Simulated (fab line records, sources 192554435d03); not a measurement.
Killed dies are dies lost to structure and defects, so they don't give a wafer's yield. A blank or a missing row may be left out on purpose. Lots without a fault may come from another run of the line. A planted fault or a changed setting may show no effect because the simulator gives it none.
Chamber matching | flow n5_finfet | N5_BEOL_M4_CO_CAP_55 on cvd_co-01: 3 sister chambers
The step material Co, precursor CCTBA/H2, target thk 2 nm, time 102.1 s. 3 wafers are shown with their chamber, then 8 later ones without.

WAFERS WITH THEIR CHAMBER
wafer  | chamber | heater_power_w (W)
L082.2 | 0       | 209
L089.4 | 2       | 234
L093.1 | 1       | 260

WAFERS WITHOUT THEIR CHAMBER
wafer  | heater_power_w (W)
L093.5 | 255
L093.6 | 238
L094.2 | 239
L094.3 | 256
L094.4 | 237
L096.2 | 238
L096.3 | 210
L096.4 | 258

WHICH CHAMBER EACH WENT THROUGH
wafer  | from the rows above | in truth
L093.5 | 1                   | 1
L093.6 | 2                   | 2
L094.2 | 2                   | 2
L094.3 | 1                   | 1
L094.4 | 2                   | 2
L096.2 | 2                   | 2
L096.3 | 0                   | 0
L096.4 | 1                   | 1
Placed correctly: 8 of 8. Can't be placed from these rows: 0. Placed wrongly: 0.
How it was worked out, from the rows above alone: a wafer's distance from a chamber is the root of the sum, over the readings, of the square of ((its reading less the chamber's mean) divided by the reading's scatter). The wafer belongs to the nearest chamber; if the next one is less than 2 further off, it can't be placed. A chamber's mean is the mean of its shown wafers. The scatter: with one shown wafer a chamber, the root of the mean of the squares of how far each hidden wafer lies from its nearest shown one.
